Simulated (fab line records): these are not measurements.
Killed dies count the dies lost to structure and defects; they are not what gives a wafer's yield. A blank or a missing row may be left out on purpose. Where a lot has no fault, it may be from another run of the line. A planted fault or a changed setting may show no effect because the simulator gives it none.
Which tool is to blame? | flow nand_harc | 24 lots, 72 wafers sampled, at 6 steps of a route of 1302

## WHAT EACH GAUGE READ, for each wafer
The record lacks any reading of a measuring or inspecting step that a usual standard deviation could be used to judge.

## TOOL THAT RAN EACH LOT (tool first, then ch and the chambers of the sampled wafers, then the start)
lot  | NHARC_A_BLC_STRIP_29               | NHARC_A_BLC_ALD_23                  | NHARC_A_BLC_CMP_25            | NHARC_A_M0_PVD_20                       | NHARC_A_M0_ANNEAL_30             | NHARC_A_M1_PRE_CLEAN_32
L074 | rie_diel-09 ch 0,2,3, day 22 19:42 | ald_metal-02 ch 2,3, day 22 20:28   | cmp-04 ch 0,1, day 22 21:14   | pvd_sputter-03, day 23 00:22 or earlier | rtp_anneal-01 ch 0, day 23 00:22 | pecvd-01 ch 0,2, day 23 05:25
L075 | rie_diel-08 ch 0,1,3, day 23 08:26 | ald_metal-02 ch 1,3, day 23 09:11   | cmp-04 ch 2,3, day 23 09:55   | pvd_sputter-02, day 23 12:57 or earlier | rtp_anneal-01 ch 0, day 23 12:57 | pecvd-03 ch 0,2, day 23 18:19
L076 | rie_diel-09 ch 1,2, day 23 10:33   | ald_metal-03 ch 0,1,3, day 23 11:19 | cmp-02 ch 1,2,3, day 23 12:29 | pvd_sputter-02, day 23 15:45 or earlier | rtp_anneal-01 ch 0, day 23 15:45 | pecvd-01 ch 0,2, day 23 20:43
L077 | rie_diel-05 ch 1,2,3, day 23 14:21 | ald_metal-04 ch 0,2, day 23 15:06   | cmp-02 ch 1,3, day 23 15:52   | pvd_sputter-01, day 23 18:53 or earlier | rtp_anneal-01 ch 0, day 23 18:53 | pecvd-01 ch 0,1,2, day 23 23:58
L078 | rie_diel-05 ch 0,1,2, day 24 00:18 | ald_metal-04 ch 0,1, day 24 01:05   | cmp-04 ch 0,1, day 24 01:50   | pvd_sputter-01, day 24 05:06 or earlier | rtp_anneal-02 ch 0, day 24 05:06 | pecvd-01 ch 1,2, day 24 10:27
L080 | rie_diel-05 ch 0,1,2, day 24 19:40 | ald_metal-02 ch 0,2, day 24 20:26   | cmp-01 ch 1,2,3, day 24 21:09 | pvd_sputter-01, day 25 00:23 or earlier | rtp_anneal-01 ch 0, day 25 00:23 | pecvd-01 ch 0,2, day 25 05:32
L079 | rie_diel-09 ch 0,2, day 24 19:58   | ald_metal-04 ch 0,2, day 24 20:45   | cmp-04 ch 1,2,3, day 24 21:30 | pvd_sputter-03, day 25 00:44 or earlier | rtp_anneal-01 ch 0, day 25 00:44 | pecvd-02 ch 1,2, day 25 05:46
L081 | rie_diel-09 ch 0,2,3, day 25 11:34 | ald_metal-03 ch 1,3, day 25 12:22   | cmp-01 ch 0,2,3, day 25 13:08 | pvd_sputter-02, day 25 16:25 or earlier | rtp_anneal-01 ch 0, day 25 16:25 | pecvd-01 ch 0,1,2, day 25 21:15
L082 | rie_diel-09 ch 0,3, day 26 14:43   | ald_metal-04 ch 1,2, day 26 15:29   | cmp-01 ch 0,1,3, day 26 16:17 | pvd_sputter-02, day 26 19:20 or earlier | rtp_anneal-01 ch 0, day 26 19:20 | pecvd-01 ch 0,2, day 27 00:20
L085 | rie_diel-09 ch 1,2,3, day 27 13:52 | ald_metal-02 ch 1,2,3, day 27 14:40 | cmp-01 ch 1,2,3, day 27 15:35 | pvd_sputter-01, day 27 18:43 or earlier | rtp_anneal-02 ch 0, day 27 18:43 | pecvd-02 ch 0,1,2, day 27 23:49
L083 | rie_diel-09 ch 1,2,3, day 27 15:02 | ald_metal-04 ch 0,1,2, day 27 15:48 | cmp-02 ch 0,1,3, day 27 17:02 | pvd_sputter-03, day 27 20:14 or earlier | rtp_anneal-01 ch 0, day 27 20:14 | pecvd-03 ch 0,1,2, day 28 01:18
L086 | rie_diel-09 ch 1,2,3, day 27 18:41 | ald_metal-03 ch 0,2,3, day 27 19:30 | cmp-02 ch 0,1, day 27 20:11   | pvd_sputter-03, day 27 23:17 or earlier | rtp_anneal-02 ch 0, day 27 23:17 | pecvd-01 ch 0,1, day 28 04:16
L087 | rie_diel-05 ch 0,2, day 27 20:34   | ald_metal-02 ch 1,2, day 27 21:22   | cmp-04 ch 0,1,2, day 27 22:34 | pvd_sputter-03, day 28 01:41 or earlier | rtp_anneal-01 ch 0, day 28 01:41 | pecvd-03 ch 0,1, day 28 06:46
L084 | rie_diel-05 ch 0,2,3, day 27 21:17 | ald_metal-04 ch 0, day 27 22:04     | cmp-01 ch 1,3, day 27 22:54   | pvd_sputter-01, day 28 02:08 or earlier | rtp_anneal-02 ch 0, day 28 02:08 | pecvd-02 ch 0,1,2, day 28 07:07
L088 | rie_diel-08 ch 2,3, day 28 18:47   | ald_metal-04 ch 2, day 28 19:35     | cmp-04 ch 0,1,2, day 28 20:26 | pvd_sputter-03, day 28 23:29 or earlier | rtp_anneal-02 ch 0, day 28 23:29 | pecvd-03 ch 0,1,2, day 29 04:26
L091 | rie_diel-05 ch 0,1,2, day 29 11:04 | ald_metal-02 ch 0,2, day 29 11:49   | cmp-04 ch 0,1,3, day 29 12:37 | pvd_sputter-01, day 29 15:43 or earlier | rtp_anneal-01 ch 0, day 29 15:43 | pecvd-01 ch 0,1, day 29 20:52
L090 | rie_diel-05 ch 2,3, day 29 19:29   | ald_metal-02 ch 0,2, day 29 20:17   | cmp-04 ch 0,2,3, day 29 21:02 | pvd_sputter-02, day 30 00:14 or earlier | rtp_anneal-02 ch 0, day 30 00:14 | pecvd-02 ch 0,1,2, day 30 05:26
L089 | rie_diel-05 ch 0,2,3, day 30 00:22 | ald_metal-02 ch 1,2,3, day 30 01:08 | cmp-02 ch 0,3, day 30 01:52   | pvd_sputter-01, day 30 04:59 or earlier | rtp_anneal-02 ch 0, day 30 04:59 | pecvd-01 ch 0,1, day 30 10:05
L092 | rie_diel-09 ch 1,2,3, day 30 01:50 | ald_metal-03 ch 1,2, day 30 02:34   | cmp-01 ch 1,2, day 30 03:18   | pvd_sputter-02, day 30 07:13 or earlier | rtp_anneal-02 ch 0, day 30 07:13 | pecvd-02 ch 0,1, day 30 12:19
L093 | rie_diel-09 ch 1,2,3, day 30 15:29 | ald_metal-04 ch 1,2,3, day 30 16:17 | cmp-04 ch 0,2,3, day 30 17:01 | pvd_sputter-01, day 30 20:18 or earlier | rtp_anneal-02 ch 0, day 30 20:18 | pecvd-03 ch 0,1,2, day 31 01:15
L094 | rie_diel-09 ch 0,1,3, day 30 18:21 | ald_metal-02 ch 1,2,3, day 30 19:07 | cmp-04 ch 0,2,3, day 30 19:55 | pvd_sputter-02, day 30 23:07 or earlier | rtp_anneal-01 ch 0, day 30 23:07 | pecvd-01 ch 0,1,2, day 31 04:08
L095 | rie_diel-05 ch 0,1,2, day 31 15:46 | ald_metal-02 ch 0,1, day 31 16:31   | cmp-01 ch 0,1, day 31 17:15   | pvd_sputter-03, day 31 20:30 or earlier | rtp_anneal-02 ch 0, day 31 20:30 | pecvd-02 ch 0,1,2, day 32 01:48
L096 | rie_diel-09 ch 2,3, day 31 17:01   | ald_metal-02 ch 0,2, day 31 17:47   | cmp-02 ch 2,3, day 31 18:46   | pvd_sputter-01, day 31 22:01 or earlier | rtp_anneal-01 ch 0, day 31 22:01 | pecvd-01 ch 0,1, day 32 02:58
L097 | rie_diel-08 ch 0,1,3, day 32 02:48 | ald_metal-04 ch 0,1,3, day 32 03:35 | cmp-01 ch 1,2, day 32 04:18   | pvd_sputter-03, day 32 07:46 or earlier | rtp_anneal-01 ch 0, day 32 07:46 | pecvd-03 ch 0,1, day 32 12:47
- NHARC_A_BLC_STRIP_29: strips in CF4.
- NHARC_A_BLC_ALD_23: deposits TiN, target thk 3 nm, pulse time 1 s, ald cycles 150.
- NHARC_A_BLC_CMP_25: polishes, t overpolish 30 s, target thk 150 nm.
- NHARC_A_M0_PVD_20: deposits TaN, target thk 5 nm, time 8.06 s.
- NHARC_A_M0_ANNEAL_30: time 90 s.
- NHARC_A_M1_PRE_CLEAN_32: time 12 s.

## WHAT THE TOOLS THEMSELVES READ (means of the sampled wafers that have a number; where no wafer has one, the mark that the record gives instead)
NHARC_A_BLC_STRIP_29. Usual: drypump_motor_current_A 5.7 A, standard deviation 0.51; mfc_ar_sccm 0.009 sccm, standard deviation 0.013; oes_product_au 1.001 a.u., standard deviation 0.012; rf_vpp_V 59.6 V, standard deviation 0.88; showerhead_plenum_p_Torr 1.80 Torr, standard deviation 0.051; throttle_valve_pct 13.285 %, standard deviation 0.0091.
lot  | tool        | drypump_motor_current_A (A) | mfc_ar_sccm (sccm) | oes_product_au (a.u.) | rf_vpp_V (V) | showerhead_plenum_p_Torr (Torr) | throttle_valve_pct (%) | flag
L074 | rie_diel-09 | 6.0                         | 0.013              | 1.008                 | 59.5         | 1.82                            | 13.284                 |
L075 | rie_diel-08 | 6.0                         | 0.027              | 1.003                 | 59.8         | 1.76                            | 13.292                 |
L076 | rie_diel-09 | 5.8                         | 0.000              | 1.011                 | 59.3         | 1.80                            | 13.290                 |
L077 | rie_diel-05 | 5.6                         | 0.005              | 0.992                 | 60.2         | 1.84                            | 13.292                 |
L078 | rie_diel-05 | 5.6                         | 0.001              | 0.987                 | 59.5         | 1.81                            | 13.285                 |
L080 | rie_diel-05 | 5.6                         | 0.001              | 0.991                 | 59.2         | 1.81                            | 13.282                 |
L079 | rie_diel-09 | 6.3                         | 0.024              | 0.998                 | 58.7         | 1.79                            | 13.274                 |
L081 | rie_diel-09 | 6.0                         | 0.013              | 1.000                 | 59.6         | 1.82                            | 13.290                 |
L082 | rie_diel-09 | 5.8                         | 0.013              | 1.003                 | 59.0         | 1.81                            | 13.289                 |
L085 | rie_diel-09 | 5.8                         | 0.001              | 1.012                 | 58.8         | 1.82                            | 13.274                 |
L083 | rie_diel-09 | 5.8                         | 0.001              | 1.012                 | 59.1         | 1.82                            | 13.288                 |
L086 | rie_diel-09 | 5.7                         | 0.001              | 1.012                 | 60.0         | 1.82                            | 13.282                 |
L087 | rie_diel-05 | 5.4                         | 0.001              | 0.990                 | 59.5         | 1.77                            | 13.279                 |
L084 | rie_diel-05 | 5.4                         | 0.005              | 1.002                 | 59.7         | 1.80                            | 13.279                 |
L088 | rie_diel-08 | 6.0                         | 0.005              | 1.007                 | 59.6         | 1.84                            | 13.290                 |
L091 | rie_diel-05 | 5.6                         | 0.001              | 0.991                 | 59.4         | 1.80                            | 13.280                 |
L090 | rie_diel-05 | 5.5                         | 0.009              | 1.002                 | 60.0         | 1.82                            | 13.292                 |
L089 | rie_diel-05 | 5.5                         | 0.005              | 0.995                 | 59.9         | 1.79                            | 13.285                 |
L092 | rie_diel-09 | 5.8                         | 0.001              | 1.002                 | 59.6         | 1.82                            | 13.285                 |
L093 | rie_diel-09 | 5.8                         | 0.001              | 1.002                 | 60.2         | 1.82                            | 13.278                 |
L094 | rie_diel-09 | 5.8                         | 0.013              | 1.003                 | 60.3         | 1.79                            | 13.288                 |
L095 | rie_diel-05 | 5.6                         | 0.001              | 0.996                 | 59.7         | 1.80                            | 13.277                 |
L096 | rie_diel-09 | 6.0                         | 0.001              | 0.995                 | 59.3         | 1.85                            | 13.285                 |
L097 | rie_diel-08 | 6.0                         | 0.027              | 1.003                 | 58.9         | 1.83                            | 13.282                 |

NHARC_A_BLC_ALD_23. Usual: heater_power_w 1065 W, standard deviation 91; precursor_pulse_height_rel 1.001, standard deviation 0.02; susceptor_temp_C 450.00 C, standard deviation 0.22.
lot  | tool         | heater_power_w (W) | precursor_pulse_height_rel | susceptor_temp_C (C) | flag
L074 | ald_metal-02 | 1132               | 1.005                      | 450.06               |
L075 | ald_metal-02 | 1002               | 0.992                      | 449.88               |
L076 | ald_metal-03 | 1006               | 1.002                      | 450.12               |
L077 | ald_metal-04 | 1064               | 1.007                      | 450.28               |
L078 | ald_metal-04 | 1064               | 1.001                      | 449.99               |
L080 | ald_metal-02 | 1106               | 1.003                      | 449.94               |
L079 | ald_metal-04 | 1036               | 0.996                      | 450.08               |
L081 | ald_metal-03 | 937                | 0.986                      | 450.28               |
L082 | ald_metal-04 | 1146               | 0.997                      | 449.97               |
L085 | ald_metal-02 | 1081               | 1.010                      | 449.98               |
L083 | ald_metal-04 | 1070               | 1.003                      | 449.95               |
L086 | ald_metal-03 | 993                | 1.007                      | 449.77               |
L087 | ald_metal-02 | 1017               | 1.010                      | 450.09               |
L084 | ald_metal-04 | 950                | 1.010                      | 450.05               |
L088 | ald_metal-04 | 1144               | 0.993                      | 450.17               |
L091 | ald_metal-02 | 1164               | 1.023                      | 449.96               |
L090 | ald_metal-02 | 1108               | 1.016                      | 450.08               |
L089 | ald_metal-02 | 1086               | 1.006                      | 450.02               |
L092 | ald_metal-03 | 1070               | 0.986                      | 450.28               |
L093 | ald_metal-04 | 1112               | 0.996                      | 449.85               |
L094 | ald_metal-02 | 1098               | 0.990                      | 449.99               |
L095 | ald_metal-02 | 969                | 0.989                      | 449.87               |
L096 | ald_metal-02 | 1160               | 0.991                      | 450.08               |
L097 | ald_metal-04 | 1062               | 1.004                      | 450.09               |

NHARC_A_BLC_CMP_25. Usual: motor_current_A 12.1 A, standard deviation 1; overpolish_run_s 29.998 s, standard deviation 0.0093; time_to_endpoint_s 28.8 s, standard deviation 2.6.
lot  | tool   | motor_current_A (A) | overpolish_run_s (s) | time_to_endpoint_s (s) | flag
L074 | cmp-04 | 12.9                | 29.993               | 27.1                   |
L075 | cmp-04 | 11.9                | 29.993               | 29.4                   |
L076 | cmp-02 | 12.2                | 29.997               | 30.5                   |
L077 | cmp-02 | 12.0                | 30.005               | 31.0                   |
L078 | cmp-04 | 12.8                | 29.994               | 31.1                   |
L080 | cmp-01 | 12.2                | 29.987               | 28.4                   |
L079 | cmp-04 | 12.0                | 30.008               | 26.5                   |
L081 | cmp-01 | 12.2                | 29.997               | 27.5                   |
L082 | cmp-01 | 11.7                | 30.000               | 28.7                   |
L085 | cmp-01 | 11.8                | 29.997               | 30.3                   |
L083 | cmp-02 | 12.0                | 30.003               | 30.9                   |
L086 | cmp-02 | 12.1                | 29.992               | 31.3                   |
L087 | cmp-04 | 13.0                | 30.003               | 32.4                   |
L084 | cmp-01 | 11.8                | 29.995               | 30.3                   |
L088 | cmp-04 | 12.6                | 29.998               | 28.7                   |
L091 | cmp-04 | 12.8                | 29.998               | 28.1                   |
L090 | cmp-04 | 12.6                | 30.000               | 27.1                   |
L089 | cmp-02 | 11.6                | 30.006               | 28.2                   |
L092 | cmp-01 | 11.6                | 29.998               | 29.8                   |
L093 | cmp-04 | 12.4                | 29.991               | 25.0                   |
L094 | cmp-04 | 12.9                | 29.997               | 27.0                   |
L095 | cmp-01 | 10.8                | 30.000               | 27.2                   |
L096 | cmp-02 | 11.3                | 30.000               | 29.5                   |
L097 | cmp-01 | 12.5                | 29.997               | 24.1                   |

NHARC_A_M0_PVD_20. Usual: throttle_valve_pct reads 30.3 % (standard deviation 1.2).
lot  | tool           | throttle_valve_pct (%) | flag
L074 | pvd_sputter-03 | 29.9                   |
L075 | pvd_sputter-02 | 30.6                   |
L076 | pvd_sputter-02 | 31.1                   |
L077 | pvd_sputter-01 | 31.0                   |
L078 | pvd_sputter-01 | 30.4                   |
L080 | pvd_sputter-01 | 30.6                   |
L079 | pvd_sputter-03 | 30.4                   |
L081 | pvd_sputter-02 | 31.7                   |
L082 | pvd_sputter-02 | 30.6                   |
L085 | pvd_sputter-01 | 30.4                   |
L083 | pvd_sputter-03 | 29.8                   |
L086 | pvd_sputter-03 | 29.2                   |
L087 | pvd_sputter-03 | 29.6                   |
L084 | pvd_sputter-01 | 30.3                   |
L088 | pvd_sputter-03 | 29.8                   |
L091 | pvd_sputter-01 | 30.3                   |
L090 | pvd_sputter-02 | 31.0                   |
L089 | pvd_sputter-01 | 30.1                   |
L092 | pvd_sputter-02 | 31.7                   |
L093 | pvd_sputter-01 | 30.0                   |
L094 | pvd_sputter-02 | 30.3                   |
L095 | pvd_sputter-03 | 30.2                   |
L096 | pvd_sputter-01 | 30.1                   |
L097 | pvd_sputter-03 | 30.1                   |

NHARC_A_M0_ANNEAL_30. Usual: wafer_temp_C_max reads 226.1 (standard deviation 0.39).
lot  | tool          | wafer_temp_C_max | flag
L074 | rtp_anneal-01 | 225.8            |
L075 | rtp_anneal-01 | 225.6            |
L076 | rtp_anneal-01 | 225.7            |
L077 | rtp_anneal-01 | 226.1            |
L078 | rtp_anneal-02 | 226.2            |
L080 | rtp_anneal-01 | 225.9            |
L079 | rtp_anneal-01 | 225.9            |
L081 | rtp_anneal-01 | 225.7            |
L082 | rtp_anneal-01 | 225.8            |
L085 | rtp_anneal-02 | 226.5            |
L083 | rtp_anneal-01 | 225.9            |
L086 | rtp_anneal-02 | 226.3            |
L087 | rtp_anneal-01 | 226.2            |
L084 | rtp_anneal-02 | 226.3            |
L088 | rtp_anneal-02 | 226.3            |
L091 | rtp_anneal-01 | 225.8            |
L090 | rtp_anneal-02 | 226.7            |
L089 | rtp_anneal-02 | 226.4            |
L092 | rtp_anneal-02 | 226.4            |
L093 | rtp_anneal-02 | 226.2            |
L094 | rtp_anneal-01 | 225.7            |
L095 | rtp_anneal-02 | 226.4            |
L096 | rtp_anneal-01 | 225.9            |
L097 | rtp_anneal-01 | 225.9            |

NHARC_A_M1_PRE_CLEAN_32. Usual: heater_power_w 692 W, standard deviation 100; susceptor_temp_C 369.94 C, standard deviation 0.21.
lot  | tool     | heater_power_w (W) | susceptor_temp_C (C) | flag
L074 | pecvd-01 | 626                | 369.79               |
L075 | pecvd-03 | 631                | 369.86               |
L076 | pecvd-01 | 576                | 369.96               |
L077 | pecvd-01 | 696                | 370.06               |
L078 | pecvd-01 | 710                | 369.90               |
L080 | pecvd-01 | 640                | 370.03               |
L079 | pecvd-02 | 671                | 370.10               |
L081 | pecvd-01 | 693                | 370.01               |
L082 | pecvd-01 | 664                | 370.10               |
L085 | pecvd-02 | 667                | 370.07               |
L083 | pecvd-03 | 636                | 369.74               |
L086 | pecvd-01 | 782                | 370.05               |
L087 | pecvd-03 | 657                | 369.90               |
L084 | pecvd-02 | 688                | 369.87               |
L088 | pecvd-03 | 702                | 369.88               |
L091 | pecvd-01 | 779                | 369.83               |
L090 | pecvd-02 | 686                | 369.93               |
L089 | pecvd-01 | 837                | 369.89               |
L092 | pecvd-02 | 780                | 370.20               |
L093 | pecvd-03 | 672                | 369.80               |
L094 | pecvd-01 | 756                | 369.90               |
L095 | pecvd-02 | 654                | 370.15               |
L096 | pecvd-01 | 797                | 369.91               |
L097 | pecvd-03 | 727                | 369.74               |

## THE ANSWER, worked out from the rows above alone
Rule: take the mean of a lot's wafers that have a number; if it is more than 3 standard deviations from the usual mean, the lot is off. A lot without any number at a reading at which 4 lots or more have one is off too. Any other lot the step has rows for is counted as sound. After the gauges, taken in route order, come the tools' own readings; for these a lot's mean is taken, as printed above. At the first step where some lot is off, the reading lying furthest off is the one used; lots without a number count as furthest.
Nothing can be told from this: no lot is off at any reading shown.

## WHAT THE SIMULATOR HAD INSERTED
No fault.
